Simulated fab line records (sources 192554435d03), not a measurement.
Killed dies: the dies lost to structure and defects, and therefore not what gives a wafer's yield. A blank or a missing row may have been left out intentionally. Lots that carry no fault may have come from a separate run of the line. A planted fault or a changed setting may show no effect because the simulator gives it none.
Which of the tools did it? ; flow n5_finfet ; Sampling: 24 lots, 72 wafers, 6 of 1938 route steps

== WHAT EACH GAUGE READ, for each wafer ==
N5_BEOL_M5_INSPECT_30: inspects for defects (brightfield). Usual: raw_defect_count at 411, with a standard deviation of 87.
lot;measured;on;raw_defect_count;flag
L074;day 8 00:23;defect_inspect-01;291 515 482;
L075;day 8 07:34;defect_inspect-02;360 457 479;
L077;day 8 18:43;defect_inspect-01;309 380 375;
L076;day 8 18:46;defect_inspect-02;533 427 264;
L078;day 9 01:55;defect_inspect-01;288 307 270;
L079;day 9 11:50;defect_inspect-01;347 327 306;
L080;day 9 17:41;defect_inspect-01;393 439 659;
L081;day 9 22:47;defect_inspect-02;421 474 377;
L082;day 10 03:22;defect_inspect-01;424 402 317;
L083;day 10 05:19;defect_inspect-02;484 346 285;
L084;day 10 23:24;defect_inspect-02;419 556 444;
L085;day 11 00:12;defect_inspect-02;356 516 375;
L086;day 11 04:21;defect_inspect-01;395 391 428;
L087;day 11 21:05;defect_inspect-02;555 554 437;
L088;day 11 22:38;defect_inspect-02;473 481 390;
L089;day 12 04:14;defect_inspect-01;472 368 225;
L091;day 12 07:15;defect_inspect-01;398 519 528;
L090;day 12 07:18;defect_inspect-01;415 426 401;
L092;day 12 13:47;defect_inspect-02;313 337 281;
L093;day 13 01:35;defect_inspect-02;561 244 419;
L094;day 13 09:56;defect_inspect-01;561 498 489;
L096;day 13 13:08;defect_inspect-01;452 422 453;
L095;day 13 19:20;defect_inspect-01;305 341 335;
L097;day 13 22:28;defect_inspect-01;277 400 347;

N5_BEOL_M5_OCD_MEAS_38. Usual: trench_depth_nm at 71.3 nm, with a standard deviation of 1.
lot;measured;on;trench_depth_nm (nm);flag
L074;day 8 00:50;ocd-01;71.7 72.0 71.1;
L075;day 8 08:01;ocd-01;71.5 70.7 72.3;
L077;day 8 19:13;ocd-01;70.7 71.5 72.0;
L076;day 8 19:14;ocd-02;72.0 70.1 69.7;
L078;day 9 02:22;ocd-01;72.5 70.6 71.2;
L079;day 9 12:40;ocd-02;69.7 70.2 69.0;
L080;day 9 18:26;ocd-01;70.7 71.0 71.0;
L081;day 9 23:14;ocd-01;72.0 71.6 72.2;
L082;day 10 03:49;ocd-01;69.7 72.5 70.9;
L083;day 10 05:47;ocd-01;69.2 72.7 71.2;
L084;day 11 00:10;ocd-01;72.1 70.9 72.6;
L085;day 11 01:04;ocd-02;70.9 69.7 71.2;
L086;day 11 04:48;ocd-02;70.4 71.2 70.4;
L087;day 11 21:32;ocd-01;70.3 73.0 71.3;
L088;day 11 23:06;ocd-01;71.0 70.5 71.4;
L089;day 12 04:44;ocd-02;71.5 70.5 72.1;
L091;day 12 07:43;ocd-02;73.1 71.1 70.2;
L090;day 12 07:46;ocd-01;71.5 71.3 72.3;
L092;day 12 14:21;ocd-01;72.2 71.7 71.5;
L093;day 13 02:17;ocd-02;72.9 72.3 72.1;
L094;day 13 10:23;ocd-01;72.0 69.9 71.7;
L096;day 13 13:41;ocd-01;70.0 72.3 70.7;
L095;day 13 19:53;ocd-02;70.9 72.5 71.7;
L097;day 13 22:55;ocd-02;70.5 71.0 71.3;

N5_BEOL_M5_RS_MEAS_57: measurement is done with a four-point probe. Usual: for M5_RS the level is 0.396 ohm/sq and the standard deviation is 0.013.
lot;measured;on;M5_RS (ohm/sq);flag
L074;day 8 08:08;film_metro-02;0.406 0.404 0.409;
L075;day 8 15:07;film_metro-02;0.407 0.417 0.385;
L077;day 9 01:50;film_metro-01;0.417 0.403 0.411;
L076;day 9 02:31;film_metro-02;0.390 0.410 0.409;
L078;day 9 10:29;film_metro-02;0.390 0.409 0.403;
L079;day 9 20:59;film_metro-01;0.390 0.398 0.402;
L080;day 10 02:47;film_metro-02;0.386 0.398 0.404;
L081;day 10 06:19;film_metro-01;0.382 0.387 0.384;
L082;day 10 11:02;film_metro-02;0.421 0.389 0.405;
L083;day 10 13:47;film_metro-01;0.415 0.388 0.402;
L084;day 11 06:51;film_metro-01;0.397 0.396 0.373;
L085;day 11 07:55;film_metro-01;0.398 0.394 0.395;
L086;day 11 12:20;film_metro-01;0.404 0.383 0.423;
L087;day 12 05:39;film_metro-02;0.399 0.386 0.386;
L088;day 12 06:07;film_metro-02;0.421 0.406 0.403;
L089;day 12 13:01;film_metro-01;0.400 0.405 0.395;
L091;day 12 14:52;film_metro-02;0.388 0.397 0.395;
L090;day 12 15:00;film_metro-02;0.397 0.411 0.400;
L092;day 12 22:27;film_metro-02;0.395 0.407 0.413;
L093;day 13 08:44;film_metro-01;0.373 0.377 0.374;
L094;day 13 18:36;film_metro-02;0.370 0.394 0.368;
L096;day 13 21:34;film_metro-02;0.391 0.380 0.375;
L095;day 14 04:03;film_metro-01;0.384 0.384 0.373;
L097;day 14 06:14;film_metro-01;0.403 0.380 0.397;

== WHAT TOOL EACH LOT RAN ON (gives the tool, then ch and the chambers of the sampled wafers, and finally the start) ==
lot;N5_BEOL_M5_ETCH_75;N5_BEOL_M5_ETCH_41;N5_BEOL_M5_DEP_56
L074;rie_diel-04 ch 0,3, day 8 00:28;rie_diel-04 ch 0,3, day 8 00:50 or earlier;pecvd-04 ch 0,2, day 8 08:04
L075;rie_diel-05 ch 0,1,2, day 8 07:38;rie_diel-05 ch 0,1,2, day 8 08:01 or earlier;pecvd-01 ch 0,2, day 8 15:01
L077;rie_diel-04 ch 0,1,3, day 8 18:50;rie_diel-04 ch 0,1,3, day 8 19:13 or earlier;pecvd-01 ch 1,2, day 9 01:46
L076;rie_diel-05 ch 0,2,3, day 8 18:52;rie_diel-05 ch 0,2,3, day 8 19:14 or earlier;pecvd-04 ch 0,1, day 9 02:27
L078;rie_diel-05 ch 1,2,3, day 9 01:59;rie_diel-05 ch 1,2,3, day 9 02:22 or earlier;pecvd-04 ch 0,1,2, day 9 10:25
L079;rie_diel-05 ch 0,3, day 9 12:17;rie_diel-05 ch 0,3, day 9 12:40 or earlier;pecvd-04 ch 0,1,2, day 9 20:55
L080;rie_diel-01 ch 0,1,2, day 9 18:02;rie_diel-01 ch 0,1,2, day 9 18:26 or earlier;pecvd-03 ch 0,2, day 10 02:43
L081;rie_diel-04 ch 0,1,2, day 9 22:50;rie_diel-04 ch 0,1,2, day 9 23:14 or earlier;pecvd-03 ch 0,1, day 10 06:14
L082;rie_diel-05 ch 2,3, day 10 03:26;rie_diel-05 ch 2,3, day 10 03:49 or earlier;pecvd-01 ch 0,2, day 10 10:59
L083;rie_diel-05 ch 0,2,3, day 10 05:23;rie_diel-05 ch 0,2,3, day 10 05:47 or earlier;pecvd-03 ch 0,2, day 10 13:43
L084;rie_diel-04 ch 0,1,2, day 10 23:46;rie_diel-04 ch 0,1,2, day 11 00:10 or earlier;pecvd-01 ch 0,1, day 11 06:47
L085;rie_diel-05 ch 0,1, day 11 00:41;rie_diel-05 ch 0,1, day 11 01:04 or earlier;pecvd-01 ch 0,1, day 11 07:51
L086;rie_diel-01 ch 1,3, day 11 04:25;rie_diel-01 ch 1,3, day 11 04:48 or earlier;pecvd-03 ch 0,1, day 11 12:16
L087;rie_diel-05 ch 0,1,2, day 11 21:10;rie_diel-05 ch 0,1,2, day 11 21:32 or earlier;pecvd-03 ch 1,2, day 12 05:35
L088;rie_diel-05 ch 0,3, day 11 22:43;rie_diel-05 ch 0,3, day 11 23:06 or earlier;pecvd-01 ch 0,1, day 12 06:04
L089;rie_diel-05 ch 0,1,3, day 12 04:22;rie_diel-05 ch 0,1,3, day 12 04:44 or earlier;pecvd-03 ch 1,2, day 12 12:56
L091;rie_diel-04 ch 0,1,2, day 12 07:19;rie_diel-04 ch 0,1,2, day 12 07:43 or earlier;pecvd-03 ch 1, day 12 14:47
L090;rie_diel-05 ch 1,3, day 12 07:22;rie_diel-05 ch 1,3, day 12 07:46 or earlier;pecvd-01 ch 0,2, day 12 14:56
L092;rie_diel-05 ch 1,3, day 12 13:58;rie_diel-05 ch 1,3, day 12 14:21 or earlier;pecvd-01 ch 0,1, day 12 22:23
L093;rie_diel-04 ch 0,3, day 13 01:53;rie_diel-04 ch 0,3, day 13 02:17 or earlier;pecvd-01 ch 1,2, day 13 08:40
L094;rie_diel-05 ch 0,1, day 13 10:01;rie_diel-05 ch 0,1, day 13 10:23 or earlier;pecvd-04 ch 0,1, day 13 18:32
L096;rie_diel-05 ch 0,2,3, day 13 13:17;rie_diel-05 ch 0,2,3, day 13 13:41 or earlier;pecvd-03 ch 0,1,2, day 13 21:29
L095;rie_diel-04 ch 0,3, day 13 19:30;rie_diel-04 ch 0,3, day 13 19:53 or earlier;pecvd-04 ch 0,1,2, day 14 03:59
L097;rie_diel-05 ch 0,1, day 13 22:32;rie_diel-05 ch 0,1, day 13 22:55 or earlier;pecvd-04 ch 0,2, day 14 06:10
- N5_BEOL_M5_ETCH_75: etches underlayer in N2/H2, target depth 6.5 nm, time 5.2 s.
- N5_BEOL_M5_ETCH_41: etches SiCN in CH3F/O2, target depth 31.5 nm, time 56.7 s.
- N5_BEOL_M5_DEP_56: deposits SiCN from 3MS/NH3, target thk 8 nm, time 14 s.

== WHAT THE TOOLS THEMSELVES READ (means of the sampled wafers that have a number; where no wafer has one, the mark that the record gives instead) ==
N5_BEOL_M5_ETCH_75. Usual: drypump_motor_current_A 5.8 A, standard deviation 0.36; etch_rf_on_time_s 5.20 s, standard deviation 0.086; oes_product_au 0.65 a.u., standard deviation 0.06; rf_vpp_V 522.2 V, standard deviation 3; showerhead_plenum_p_Torr 2.48 Torr, standard deviation 0.1; throttle_valve_pct 17.84 %, standard deviation 0.21.
lot;tool;drypump_motor_current_A (A);etch_rf_on_time_s (s);oes_product_au (a.u.);rf_vpp_V (V);showerhead_plenum_p_Torr (Torr);throttle_valve_pct (%);flag
L074;rie_diel-04;5.8;5.26;0.72;525.0;2.56;17.89;
L075;rie_diel-05;5.8;5.18;0.68;521.8;2.46;17.80;
L077;rie_diel-04;6.2;5.28;0.68;525.1;2.56;17.82;
L076;rie_diel-05;5.7;5.20;0.66;522.6;2.49;17.76;
L078;rie_diel-05;5.6;5.25;0.68;521.9;2.46;17.74;
L079;rie_diel-05;5.7;5.29;0.61;519.5;2.42;17.86;
L080;rie_diel-01;5.4;5.26;0.67;524.4;2.59;17.94;
L081;rie_diel-04;6.2;5.17;0.65;524.5;2.58;17.73;
L082;rie_diel-05;5.6;5.20;0.66;523.0;2.49;17.74;
L083;rie_diel-05;5.7;5.18;0.66;521.6;2.48;17.79;
L084;rie_diel-04;6.2;5.12;0.64;524.5;2.57;17.76;
L085;rie_diel-05;5.8;5.28;0.63;519.6;2.36;17.98;
L086;rie_diel-01;5.6;5.24;0.60;524.6;2.56;18.07;
L087;rie_diel-05;5.7;5.16;0.66;521.0;2.45;17.86;
L088;rie_diel-05;5.9;5.25;0.59;519.2;2.41;17.98;
L089;rie_diel-05;5.7;5.22;0.62;520.3;2.39;17.97;
L091;rie_diel-04;6.2;5.17;0.63;524.0;2.57;17.77;
L090;rie_diel-05;5.6;5.24;0.64;520.1;2.37;17.93;
L092;rie_diel-05;5.6;5.23;0.62;520.5;2.39;17.89;
L093;rie_diel-04;5.8;5.27;0.69;522.7;2.54;17.96;
L094;rie_diel-05;5.8;5.19;0.61;519.7;2.35;18.00;
L096;rie_diel-05;5.7;5.16;0.63;521.4;2.47;17.82;
L095;rie_diel-04;5.8;5.21;0.69;523.6;2.54;17.97;
L097;rie_diel-05;5.8;5.23;0.62;518.8;2.35;18.00;

N5_BEOL_M5_ETCH_41. Usual: O2_flow_sccm 20.01 sccm, standard deviation 0.062; drypump_motor_current_A 5.8 A, standard deviation 0.36; oes_product_au 0.76 a.u., standard deviation 0.071; rf_vpp_V 296.4 V, standard deviation 1.8; showerhead_plenum_p_Torr 1.96 Torr, standard deviation 0.078; throttle_valve_pct 16.32 %, standard deviation 0.24.
lot;tool;O2_flow_sccm (sccm);drypump_motor_current_A (A);oes_product_au (a.u.);rf_vpp_V (V);showerhead_plenum_p_Torr (Torr);throttle_valve_pct (%);flag
L074;rie_diel-04;19.96;5.8;0.87;296.8;2.00;16.20;
L075;rie_diel-05;20.02;5.8;0.79;296.4;1.94;16.32;
L077;rie_diel-04;19.98;6.1;0.80;297.4;2.01;16.27;
L076;rie_diel-05;19.99;5.7;0.77;297.0;1.95;16.26;
L078;rie_diel-05;20.06;5.6;0.80;296.4;1.94;16.26;
L079;rie_diel-05;19.99;5.7;0.72;296.0;1.91;16.39;
L080;rie_diel-01;20.01;5.5;0.79;298.5;2.03;16.30;
L081;rie_diel-04;19.97;6.2;0.76;299.0;2.03;16.26;
L082;rie_diel-05;19.88;5.5;0.77;297.1;1.96;16.21;
L083;rie_diel-05;20.02;5.7;0.76;295.2;1.95;16.28;
L084;rie_diel-04;19.96;6.2;0.75;297.7;2.03;16.26;
L085;rie_diel-05;20.07;5.8;0.74;294.6;1.87;16.54;
L086;rie_diel-01;19.98;5.5;0.69;297.6;2.00;16.44;
L087;rie_diel-05;20.00;5.8;0.76;295.4;1.93;16.37;
L088;rie_diel-05;20.02;5.9;0.69;296.1;1.90;16.50;
L089;rie_diel-05;19.99;5.8;0.72;294.8;1.89;16.50;
L091;rie_diel-04;20.02;6.2;0.74;298.1;2.02;16.26;
L090;rie_diel-05;20.01;5.6;0.75;295.1;1.87;16.49;
L092;rie_diel-05;20.02;5.6;0.73;294.8;1.89;16.44;
L093;rie_diel-04;19.99;5.8;0.82;296.9;1.99;16.28;
L094;rie_diel-05;19.99;5.8;0.73;294.5;1.86;16.58;
L096;rie_diel-05;19.98;5.7;0.74;296.2;1.94;16.31;
L095;rie_diel-04;20.02;5.8;0.81;297.0;1.99;16.29;
L097;rie_diel-05;19.97;5.9;0.72;294.0;1.86;16.60;

N5_BEOL_M5_DEP_56. Usual: showerhead_plenum_p_Torr 3.659 Torr, standard deviation 0.014; throttle_valve_pct 9.0 %, standard deviation 0.59.
lot;tool;showerhead_plenum_p_Torr (Torr);throttle_valve_pct (%);flag
L074;pecvd-04;3.653;9.0;
L075;pecvd-01;3.648;9.0;
L077;pecvd-01;3.652;8.4;
L076;pecvd-04;3.647;9.8;
L078;pecvd-04;3.647;9.3;
L079;pecvd-04;3.649;9.4;
L080;pecvd-03;3.665;8.5;
L081;pecvd-03;3.658;9.1;
L082;pecvd-01;3.644;8.7;
L083;pecvd-03;3.664;8.4;
L084;pecvd-01;3.664;9.3;
L085;pecvd-01;3.665;9.3;
L086;pecvd-03;3.657;9.0;
L087;pecvd-03;3.669;8.7;
L088;pecvd-01;3.670;9.3;
L089;pecvd-03;3.675;8.4;
L091;pecvd-03;3.680;8.9;
L090;pecvd-01;3.655;9.3;
L092;pecvd-01;3.665;9.0;
L093;pecvd-01;3.662;8.6;
L094;pecvd-04;3.648;9.5;
L096;pecvd-03;3.664;8.7;
L095;pecvd-04;3.654;9.4;
L097;pecvd-04;3.647;9.4;

== THE ANSWER, worked out from the rows above alone ==
Rule: lot off if the mean of its wafers having a number is beyond 3 standard deviations from the usual mean. Also off: a lot with no number at a reading for which 4 or more lots have one. All remaining lots with rows at the step are treated as sound. Order of review: gauges by route order, followed by the tools' own readings, for which a lot's mean as printed above is used. The first step at which some lot is off is used, and at that step the reading that is off furthest; a lot without a number counts as furthest.
No lot is off at any reading shown: from this, nothing can be told.

== WHAT THE SIMULATOR PUT IN ==
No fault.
